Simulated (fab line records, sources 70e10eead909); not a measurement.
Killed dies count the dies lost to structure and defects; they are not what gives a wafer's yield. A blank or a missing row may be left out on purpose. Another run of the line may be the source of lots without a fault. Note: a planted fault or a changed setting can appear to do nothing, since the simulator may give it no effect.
What tool caused it? || flow nandHarc || 33 wafers from 11 lots sampled at 2 of the route's 1302 steps

== WHAT THE GAUGES SHOWED, per wafer ==
NHARC_A_M0_CD_MEAS_09 targets a cd of 80 nm.
{"lot": "L278", "measured": "day 22 20:14", "on": "cdSem-01", "cdNm (nm)": "80.4 79.7 80.7"}
{"lot": "L277", "measured": "day 23 08:02", "on": "cdSem-01", "cdNm (nm)": "80.5 79.4 80.7"}
{"lot": "L279", "measured": "day 23 19:16", "on": "cdSem-03", "cdNm (nm)": "79.9 79.3 80.2"}
{"lot": "L281", "measured": "day 24 06:49", "on": "cdSem-02", "cdNm (nm)": "80.0 80.4 79.7"}
{"lot": "L282", "measured": "day 26 00:28", "on": "cdSem-02", "cdNm (nm)": "80.2 80.6 80.2"}
{"lot": "L284", "measured": "day 26 08:43", "on": "cdSem-03", "cdNm (nm)": "80.1 80.5 81.4"}
{"lot": "L285", "measured": "day 26 13:11", "on": "cdSem-01", "cdNm (nm)": "81.5 81.1 80.5"}
{"lot": "L286", "measured": "day 27 07:34", "on": "cdSem-01", "cdNm (nm)": "101.2 99.9 99.7"}
{"lot": "L293", "measured": "day 29 20:19", "on": "cdSem-03", "cdNm (nm)": "95.8 95.8 96.6"}
{"lot": "L295", "measured": "day 30 09:25", "on": "cdSem-02", "cdNm (nm)": "95.0 94.7 96.0"}
{"lot": "L298", "measured": "day 31 17:07", "on": "cdSem-01", "cdNm (nm)": "80.7 80.8 81.6"}

== WHAT TOOL EACH LOT RAN ON (gives the tool, then ch and the chambers of the sampled wafers, and finally the start) ==
{"lot": "L278", "NHARC_A_M0_EXPOSE_06": "arfiScanner-03 ch 0, day 22 20:06"}
{"lot": "L277", "NHARC_A_M0_EXPOSE_06": "arfiScanner-03 ch 0, day 23 07:54"}
{"lot": "L279", "NHARC_A_M0_EXPOSE_06": "arfiScanner-02 ch 0, day 23 19:08"}
{"lot": "L281", "NHARC_A_M0_EXPOSE_06": "arfiScanner-03 ch 0, day 24 06:40"}
{"lot": "L282", "NHARC_A_M0_EXPOSE_06": "arfiScanner-01 ch 0, day 26 00:19"}
{"lot": "L284", "NHARC_A_M0_EXPOSE_06": "arfiScanner-03 ch 0, day 26 08:35"}
{"lot": "L285", "NHARC_A_M0_EXPOSE_06": "arfiScanner-02 ch 0, day 26 13:03"}
{"lot": "L286", "NHARC_A_M0_EXPOSE_06": "arfiScanner-03 ch 0, day 27 07:25"}
{"lot": "L293", "NHARC_A_M0_EXPOSE_06": "arfiScanner-03 ch 0, day 29 20:11"}
{"lot": "L295", "NHARC_A_M0_EXPOSE_06": "arfiScanner-03 ch 0, day 30 09:17"}
{"lot": "L298", "NHARC_A_M0_EXPOSE_06": "arfiScanner-02 ch 0, day 31 16:59"}
- NHARC_A_M0_EXPOSE_06: exposes mask A M0, target cd 80 nm.

== THE ANSWER, worked out from the rows above alone ==
Rule: usual is defined by the lots themselves. Put in order of their means at a reading, lots are off if they are a third of the lots or fewer, leave a main group of 4 or more, and stand apart from it by a gap of 3 or more times the standard deviation of the main group's means; of several such gaps the widest counts. A main group is skipped when, at the precision printed for the reading in the tables above, its means are all equal. Also off: a lot with no number at a reading for which 4 or more lots have one. All remaining lots with rows at the step are treated as sound.
Off, at NHARC_A_M0_CD_MEAS_09 on cdNm: L286, L293, L295. The main group has a mean of 80.4 nm with a standard deviation of 0.42.
A tool fits if, at a process step before that reading, it ran every lot that is off, and no sound lot after the first of them. Those tools and the gauges at NHARC_A_M0_CD_MEAS_09 are tried in the same way. One fits: arfiScanner-03 at NHARC_A_M0_EXPOSE_06. A fault onset in the window from L284 (day 26 08:35, its last sound lot) to L286 (day 27 07:25, its first lot off) fits.

== WHAT THE SIMULATOR HAD PUT IN ==
Drift in process parameters on arfiScanner-03 at NHARC_A_M0_EXPOSE_06, starting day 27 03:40. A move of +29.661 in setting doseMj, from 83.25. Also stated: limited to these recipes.
Lots struck among those shown: L286, L293, L295. This agrees with what the rule above found.
